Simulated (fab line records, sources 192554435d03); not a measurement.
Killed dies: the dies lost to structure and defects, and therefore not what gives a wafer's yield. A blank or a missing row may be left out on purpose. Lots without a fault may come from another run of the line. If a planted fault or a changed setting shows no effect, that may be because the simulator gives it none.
Comparing a struck lot with a sound one -- flow n5_finfet -- 36 steps out of a route of 1938
Sound: wafers L577.1, L577.2, L577.5. Struck: wafer L567.4; the same lot's L567.1 was not struck, so it is left out; see the end for the cause.
Per side, at each step with rows, come the tool, then ch with its chambers, and then its first start. Under that, the readings that differ: sound wafers -- struck wafers -- difference of the means -- sigmas: that difference in standard deviations of wafers without a fault.
alike: readings with means less than 2 such deviations apart, plus words and numbers identical on both sides. not compared: withheld readings, readings lacking a value on some wafer, bounds such as >300 that could conceal the same value, and numbers that have no deviation in the record and whose values overlap.
The two part at a step that has a row with sigmas, a row that says differs or no value, or rows on one side only. Non-overlapping numbers with no deviation appear without sigmas and do not part them. A reading missing from all wafers of one side parts the sides only when that side holds two or more wafers.

first, 9 steps without rows for these wafers: N5_BEOL_M5_ANNEAL_89 (time 1800 s); N5_BEOL_M5_SPUTTER_90 (material Cu, target thk 4.5 nm, time 8.29 s); N5_BEOL_M5_ECD_50 (material Cu, target thk 300 nm); N5_BEOL_M5_ANNEAL_51 (time 90 s); N5_BEOL_M5_CMP_52 (polishes, stops on SiCOH lowk, t overpolish 6.9 s, target thk 62 nm); N5_BEOL_M5_PRE_CLEAN_77 (time 15 s); N5_BEOL_M5_CO_CAP_78 (material Co, precursor CCTBA/H2, target thk 2 nm, time 102.1 s); N5_BEOL_M5_PRE_CLEAN_55 (time 15 s); N5_BEOL_M5_DEP_56 (deposits SiCN from 3MS/NH3, target thk 8 nm, time 14 s).
N5_BEOL_M6_ILD_DEP_00: deposits SiCOH lowk from DEMS/porogen, target thk 179.75 nm, time 33.4 s.
  sound on pecvd-03 ch 1,2, day 14 08:07; struck on pecvd-03 ch 0, day 10 14:04
reading,sound,struck,difference,sigmas
heater_power_w (W),264 272 280,353,+81,+2
showerhead_plenum_p_Torr (Torr),5.697 5.720 5.704,5.755,+0.048,+3
model.SiCOH_lowk_of_BEOL_M6_ILD_DEP_00.thk_nm (nm),175.2 174.4 177.2,193.6,+18.0,
  alike: throttle_valve_pct
then, 1 step without rows for these wafers: N5_BEOL_M6_CURE_74 (cures SiCOH lowk, time 240 s).
N5_BEOL_M6_THK_MEAS_01:
  struck on film_metro-02, day 10 15:07; sound on film_metro-02, day 14 08:43
reading,sound,struck,difference,sigmas
M6_ILD_THK (nm),151.2 150.3 152.8,167.0,+15.6,+7
then, 23 steps without rows for these wafers: N5_BEOL_M6_PECVD_70 (deposits SiO2 from TEOS/O2, target thk 20 nm, time 22.7 s); N5_BEOL_M6_HM_DEP_02 (deposits TiN, target thk 20 nm); N5_BEOL_M6_COAT_59 (time 60 s, resist thk 100 nm); N5_BEOL_M6_COAT_60 (time 60 s, resist thk 35 nm); N5_BEOL_M6_COAT_05 (resist thk 90 nm); N5_BEOL_M6_EBR_07; N5_BEOL_M6_SOFTBAKE_06 (time 60 s); N5_BEOL_M6_EXPOSE_08 (exposes mask M6); N5_BEOL_M6_PEB_09 (peb time 60 s); N5_BEOL_M6_DEVELOP_10 (develop time 30 s); N5_BEOL_M6_DESCUM_16 (chemistry O2, time 7.9 s); N5_BEOL_M6_ETCH_61 (etches SiARC in CF4, target depth 45.5 nm, time 75.8 s); N5_BEOL_M6_ETCH_62 (etches SOC in N2/H2, target depth 110 nm, overetch 22 nm, time 165 s); N5_BEOL_M6_STRIP_68 (strips in N2/H2); N5_BEOL_M6_STRIP_67 (strips in CF4); N5_BEOL_M6_HM_OPEN_17 (chemistry Cl2/BCl3, target TiN, target depth 20 nm, overetch 6 nm); N5_BEOL_M6_STRIP_19 (strips in O2); N5_BEOL_M6_COAT_63 (time 60 s, resist thk 60 nm); N5_BEOL_M6_COAT_64 (time 60 s, resist thk 12 nm); N5_BEOL_M6_COAT_71 (time 60 s, resist thk 5 nm); N5_BEOL_M6_COAT_22 (resist thk 30 nm); N5_BEOL_M6_EBR_24; N5_BEOL_M6_SOFTBAKE_23 (time 60 s).
N5_BEOL_M6_CMP_52: polishes, stops on SiCOH lowk, t overpolish 6.9 s, target thk 80 nm.
  sound on cmp-03 ch 0,2, day 14 17:46; struck on cmp-01 ch 3, day 10 19:37
reading,sound,struck,difference,sigmas
model.SiCOH_lowk_of_BEOL_M6_ILD_DEP_00.thk_nm (nm),148.2 147.4 149.8,164,+16,
  alike: head_pressure_psi, motor_current_A

## WHERE THEY PART
Last at N5_BEOL_M6_THK_MEAS_01 as far as this record goes, first at N5_BEOL_M6_ILD_DEP_00. Later steps at which nothing parts them and some readings are alike: N5_BEOL_M6_CMP_52.

WHY: what had been put in by the simulator
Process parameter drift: pecvd-03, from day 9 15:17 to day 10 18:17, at N5_BEOL_M6_ILD_DEP_00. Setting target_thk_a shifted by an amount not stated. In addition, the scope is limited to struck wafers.
